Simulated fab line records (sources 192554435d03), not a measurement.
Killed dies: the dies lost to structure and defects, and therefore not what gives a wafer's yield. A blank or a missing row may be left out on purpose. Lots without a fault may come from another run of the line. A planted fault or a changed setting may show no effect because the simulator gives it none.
The tool behind it: which one? / flow n5_finfet / 10 lots, 29 wafers sampled, at 5 steps of a route of 1938

WHAT THE GAUGES SHOWED, per wafer
N5_BEOL_M4_RC_MEAS_101.
lot=L602; measured=day 8 17:25; on=prober-02; DIBL_N (mV/V)=36.5 34.5 34.4
lot=L603; measured=day 8 19:13; on=prober-01; DIBL_N (mV/V)=34.9 35.2 36.4
lot=L604; measured=day 8 19:07; on=prober-02; DIBL_N (mV/V)=38.1 39.6 39.5
lot=L606; measured=day 9 22:37; on=prober-02; DIBL_N (mV/V)=40.6 39.2 41.7
lot=L607; measured=day 10 05:05; on=prober-01; DIBL_N (mV/V)=34.8 37.0 38.5
lot=L608; measured=day 10 07:43; on=prober-02; DIBL_N (mV/V)=37.7 36.1 38.0
lot=L612; measured=day 10 21:57; on=prober-01; DIBL_N (mV/V)=35.5 37.3 35.1
lot=L614; measured=day 11 06:49; on=prober-01; DIBL_N (mV/V)=35.9 34.2
lot=L615; measured=day 11 16:44; on=prober-01; DIBL_N (mV/V)=35.7 33.4 33.0
lot=L624; measured=day 13 23:31; on=prober-01; DIBL_N (mV/V)=37.5 35.8 38.0

EACH LOT AND THE TOOL THAT RAN IT (in order: tool; ch and the chambers of the sampled wafers; start)
lot=L602; N5_HKMG_FIN_W_FILL_22=cvd_w-02 ch 0,1, day 4 15:44; N5_GATE_CUT_ETCH_56=rie_metal-03 ch 0,1, day 4 16:43; N5_GATE_CUT_ETCHBACK_30=rie_metal-03 ch 0,1, day 4 16:48; N5_GATE_CUT_VAPOR_ETCH_60=rie_metal-03 ch 0,1, day 4 16:50
lot=L603; N5_HKMG_FIN_W_FILL_22=cvd_w-02 ch 0,1, day 4 20:10; N5_GATE_CUT_ETCH_56=rie_metal-01 ch 1, day 4 21:08; N5_GATE_CUT_ETCHBACK_30=rie_metal-01 ch 1, day 4 21:14; N5_GATE_CUT_VAPOR_ETCH_60=rie_metal-01 ch 1, day 4 21:16
lot=L604; N5_HKMG_FIN_W_FILL_22=cvd_w-01 ch 0,1, day 5 02:44; N5_GATE_CUT_ETCH_56=rie_metal-02 ch 0, day 5 03:50; N5_GATE_CUT_ETCHBACK_30=rie_metal-02 ch 0, day 5 04:01; N5_GATE_CUT_VAPOR_ETCH_60=rie_metal-02 ch 0, day 5 04:04
lot=L606; N5_HKMG_FIN_W_FILL_22=cvd_w-02 ch 0,1, day 6 00:34; N5_GATE_CUT_ETCH_56=rie_metal-03 ch 0,1, day 6 01:34; N5_GATE_CUT_ETCHBACK_30=rie_metal-03 ch 0,1, day 6 01:38; N5_GATE_CUT_VAPOR_ETCH_60=rie_metal-03 ch 0,1, day 6 01:40
lot=L607; N5_HKMG_FIN_W_FILL_22=cvd_w-02 ch 0,1, day 6 02:49; N5_GATE_CUT_ETCH_56=rie_metal-03 ch 0,1, day 6 03:48; N5_GATE_CUT_ETCHBACK_30=rie_metal-03 ch 0,1, day 6 03:53; N5_GATE_CUT_VAPOR_ETCH_60=rie_metal-03 ch 0,1, day 6 03:55
lot=L608; N5_HKMG_FIN_W_FILL_22=cvd_w-02 ch 0,1, day 6 07:49; N5_GATE_CUT_ETCH_56=rie_metal-02 ch 0,1, day 6 08:47; N5_GATE_CUT_ETCHBACK_30=rie_metal-02 ch 0,1, day 6 08:52; N5_GATE_CUT_VAPOR_ETCH_60=rie_metal-02 ch 0,1, day 6 08:54
lot=L612; N5_HKMG_FIN_W_FILL_22=cvd_w-02 ch 0,1, day 7 02:28; N5_GATE_CUT_ETCH_56=rie_metal-02 ch 0,1, day 7 03:26; N5_GATE_CUT_ETCHBACK_30=rie_metal-02 ch 0,1, day 7 03:32; N5_GATE_CUT_VAPOR_ETCH_60=rie_metal-02 ch 0,1, day 7 03:34
lot=L614; N5_HKMG_FIN_W_FILL_22=cvd_w-01 ch 0,1, day 7 12:10; N5_GATE_CUT_ETCH_56=rie_metal-02 ch 0,1, day 7 13:10; N5_GATE_CUT_ETCHBACK_30=rie_metal-02 ch 0,1, day 7 13:14; N5_GATE_CUT_VAPOR_ETCH_60=rie_metal-02 ch 0,1, day 7 13:16
lot=L615; N5_HKMG_FIN_W_FILL_22=cvd_w-01 ch 0,1, day 7 21:31; N5_GATE_CUT_ETCH_56=rie_metal-02 ch 0,1, day 7 22:29; N5_GATE_CUT_ETCHBACK_30=rie_metal-02 ch 0,1, day 7 22:35; N5_GATE_CUT_VAPOR_ETCH_60=rie_metal-02 ch 0,1, day 7 22:37
lot=L624; N5_HKMG_FIN_W_FILL_22=cvd_w-02 ch 0,1, day 10 09:09; N5_GATE_CUT_ETCH_56=rie_metal-03 ch 0,1, day 10 10:08; N5_GATE_CUT_ETCHBACK_30=rie_metal-03 ch 0,1, day 10 10:13; N5_GATE_CUT_VAPOR_ETCH_60=rie_metal-03 ch 0,1, day 10 10:15
- N5_HKMG_FIN_W_FILL_22: material W, target thk 60 nm, time 18.2 s.
- N5_GATE_CUT_ETCH_56: etches TiN in Cl2/Ar, target depth 21.6 nm.
- N5_GATE_CUT_ETCHBACK_30: etches TiN in Cl2/Ar, target depth 3 nm.
- N5_GATE_CUT_VAPOR_ETCH_60: etches HfO2 in BCl3/Cl2.

THE ANSWER, worked out from the rows above alone
Rule: usual is defined by the lots themselves. The widest of any qualifying gaps counts: lots, ordered by their means at a reading, are off when they make up no more than a third of the lots, leave a main group of 4 or more, and stand apart from it by 3 or more times the standard deviation of that group's means. Not used: any main group whose means are identical at the precision the tables above print for the reading. Also off: a lot with no number at a reading for which 4 or more lots have one. Where the step has rows for the other lots, those lots are counted as sound.
None of the lots is off at any reading shown; this tells nothing.

WHAT THE SIMULATOR HAD INSERTED
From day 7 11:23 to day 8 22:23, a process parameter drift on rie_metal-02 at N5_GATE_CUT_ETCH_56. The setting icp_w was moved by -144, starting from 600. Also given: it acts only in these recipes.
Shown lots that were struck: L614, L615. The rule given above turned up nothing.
